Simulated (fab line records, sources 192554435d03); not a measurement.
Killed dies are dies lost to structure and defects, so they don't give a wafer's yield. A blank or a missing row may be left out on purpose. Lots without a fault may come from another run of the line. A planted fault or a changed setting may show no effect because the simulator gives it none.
A struck lot beside a sound one | flow n5_finfet | 14 steps out of a route of 1938
Sound: wafers L333.2, L333.4, L333.5. Struck: wafers L344.3, L344.4, L344.6. The cause comes at the end.
At each step with rows: each side's tool, then ch and its chambers, then its first start. Under that, the readings that differ: sound wafers | struck wafers | difference of the means | sigmas: that difference in standard deviations of wafers without a fault.
alike: readings whose means differ by less than 2 such deviations, and words and numbers that are the same on both sides. not compared: withheld readings, readings that some wafer has no value for, bounds like >300 that may hide the same value, and numbers for which the record gives no deviation and whose values overlap.
The two part at a step that has a row with sigmas, a row that says differs or no value, or rows on one side only. Numbers that don't overlap but have no deviation are shown without sigmas and don't part them. A reading that every wafer of one side lacks parts them only if that side has two wafers or more.

first, 1 step without rows for these wafers: N5_SD_EPI_N_EPI_21 (deposits Si:P, time 690 s).
N5_SD_EPI_N_EPI_MEAS_23:
  sound on film_metro-01, day 4 22:05; struck on film_metro-01, day 7 15:11
  alike: thk_nm
then, 3 steps without rows for these wafers: N5_SD_EPI_N_PRECLEAN_24 (cleans in O3/DIW, time 60 s); N5_SD_EPI_N_SRD_25 (time 30 s); N5_SD_EPI_N_PRECLEAN_49 (cleans in NF3:NH3, afs cycles 1, time 20 s, sublimation time 60 s).
N5_SD_EPI_N_LINER_46: material SiNx, target thk 3 nm.
  sound on ald_sin-04 ch 0,3, day 4 22:46; struck on ald_sin-01 ch 1,3, day 7 15:34
  alike: heater_power_w, susceptor_temp_C
  not compared: since_wet_clean_h
N5_SD_EPI_N_INSPECT_26: inspects for defects (darkfield).
  sound on defect_inspect-01, day 4 23:02; struck on defect_inspect-01, day 7 15:49
  alike: raw_defect_count
then, 5 steps without rows for these wafers: N5_SD_EPI_P_COAT_34 (time 60 s, resist thk 350 nm); N5_SD_EPI_P_COAT_35 (time 60 s, resist thk 35 nm); N5_SD_EPI_P_COAT_03 (resist thk 150 nm); N5_SD_EPI_P_EBR_05; N5_SD_EPI_P_SOFTBAKE_04 (time 60 s).
N5_SD_EPI_P_EXPOSE_06: exposes mask SD P BLK, target cd 240 nm.
  sound on arfi_scanner-03 ch 0, day 4 23:19; struck on arfi_scanner-02, day 7 16:06
  no value came back on the struck wafers for exposure_dose_mJ_cm2, focus_offset_nm (nm); on the sound wafers exposure_dose_mJ_cm2 reads 39.47 39.48 39.48
  alike: mask
then, 1 step without rows for these wafers: N5_SD_EPI_P_PEB_07 (peb time 60 s).

WHERE THEY PART
Only at N5_SD_EPI_P_EXPOSE_06, within this record.

WHY: what the simulator had put in
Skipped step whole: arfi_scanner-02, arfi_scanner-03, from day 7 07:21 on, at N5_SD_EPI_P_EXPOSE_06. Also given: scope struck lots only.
